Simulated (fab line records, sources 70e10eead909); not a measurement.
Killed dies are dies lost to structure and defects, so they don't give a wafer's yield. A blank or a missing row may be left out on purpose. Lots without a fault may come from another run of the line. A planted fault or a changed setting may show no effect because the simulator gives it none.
A struck lot beside a sound one | flow nand_harc | 14 steps out of a route of 1302
Sound: wafers L524.1, L524.3, L524.6. Struck: wafers L521.1, L521.4. The cause comes at the end.
At each step with rows: each side's tool, then ch and its chambers, then its first start. Under that, the readings that differ: sound wafers | struck wafers | difference of the means | sigmas: that difference in standard deviations of wafers without a fault.
alike: readings whose means differ by less than 2 such deviations, and words and numbers that are the same on both sides. not compared: withheld readings, readings that some wafer has no value for, bounds like >300 that may hide the same value, and numbers for which the record gives no deviation and whose values overlap.
The two part at a step that has a row with sigmas, a row that says differs or no value, or rows on one side only. Numbers that don't overlap but have no deviation are shown without sigmas and don't part them. A reading that every wafer of one side lacks parts them only if that side has two wafers or more.

NHARC_A_CHANNEL_HOLE_D1_CD_MEAS_30:
  sound on cd_sem-01, day 16 11:03; struck on cd_sem-02, day 15 10:35
  alike: cd_nm
NHARC_A_CHANNEL_HOLE_D1_XSEM_31:
  sound on xsem-01 ch 0, day 16 11:08; struck on xsem-02 ch 0, day 15 10:40
  reading            | sound          | struck    | difference | sigmas
  tilt_deg (degrees) | 0.04 0.03 0.04 | 0.15 0.15 | +0.11      | +3
  alike: bot_cd_nm, bow_nm
NHARC_A_CHANNEL_HOLE_D1_INSPECT_40:
  sound on defect_inspect-01, day 16 11:14; struck on defect_inspect-01, day 15 10:46
  reading          | sound    | struck  | difference | sigmas
  raw_defect_count | 42 47 36 | 134 103 | +77        | +2
then, 3 steps without rows for these wafers: NHARC_A_CHANNEL_FILL_D1_PRECLEAN_00 (cleans in SC1); NHARC_A_CHANNEL_FILL_D1_SRD_01; NHARC_A_CHANNEL_FILL_D1_ALD_02 (deposits SiO2, target thk 6 nm, pulse time 10 s, ald cycles 60).
NHARC_A_CHANNEL_FILL_D1_ALD_03: deposits SiNx, target thk 6 nm, pulse time 60 s, ald cycles 58.
  sound on ald_sin_batch-03 ch 0; struck on ald_sin_batch-02 ch 0
  alike: precursor_pulse_height_rel
then, 1 step without rows for these wafers: NHARC_A_CHANNEL_FILL_D1_ALD_14 (deposits SiO2, target thk 2.5 nm, pulse time 10 s, ald cycles 25).
NHARC_A_CHANNEL_FILL_D1_ALD_15: deposits SiNx, target thk 2 nm, pulse time 60 s, ald cycles 19.
  sound on ald_sin_batch-02 ch 0; struck on ald_sin_batch-02 ch 0, day 15 21:17
  alike: precursor_pulse_height_rel
NHARC_A_CHANNEL_FILL_D1_ALD_16: deposits SiO2, target thk 1.5 nm, pulse time 10 s, ald cycles 15.
  sound on ald_hk-01 ch 0,1, day 16 23:35; struck on ald_hk-02 ch 0,1, day 15 23:22
  alike: heater_power_w, precursor_pulse_height_rel
then, 2 steps without rows for these wafers: NHARC_A_CHANNEL_FILL_D1_ANNEAL_17 (time 1800 s); NHARC_A_CHANNEL_FILL_D1_CVD_18 (deposits poly-Si, target thk 3 nm).
NHARC_A_CHANNEL_FILL_D1_ETCHBACK_19: etches the open film in HBr/Cl2, target depth 5 nm, time 1.7 s.
  sound on rie_si-02 ch 0,3, day 17 13:35; struck on rie_si-04 ch 0,1, day 16 11:14
  reading               | sound             | struck      | difference | sigmas
  oes_product_au (a.u.) | 1.023 0.991 0.986 | 0.730 0.751 | -0.260     | -24
  alike: bias_w, drypump_motor_current_A, throttle_valve_pct
  not compared: rf_hours_counter_h
NHARC_A_CHANNEL_FILL_D1_ETCHBACK_20: etches the open film in C4F8/O2/Ar, target depth 27 nm, time 13.5 s.
  sound on rie_diel-03 ch 0,3, day 17 13:43; struck on rie_diel-07 ch 1,2, day 16 11:22
  reading               | sound          | struck    | difference | sigmas
  oes_product_au (a.u.) | 0.92 0.93 0.92 | 0.99 1.02 | +0.08      | +2
  alike: bias_w, rf_vpp_V
  not compared: rf_hours_counter_h

WHERE THEY PART
First at NHARC_A_CHANNEL_HOLE_D1_XSEM_31; last, within this record, at NHARC_A_CHANNEL_FILL_D1_ETCHBACK_20.

WHY: what the simulator had put in
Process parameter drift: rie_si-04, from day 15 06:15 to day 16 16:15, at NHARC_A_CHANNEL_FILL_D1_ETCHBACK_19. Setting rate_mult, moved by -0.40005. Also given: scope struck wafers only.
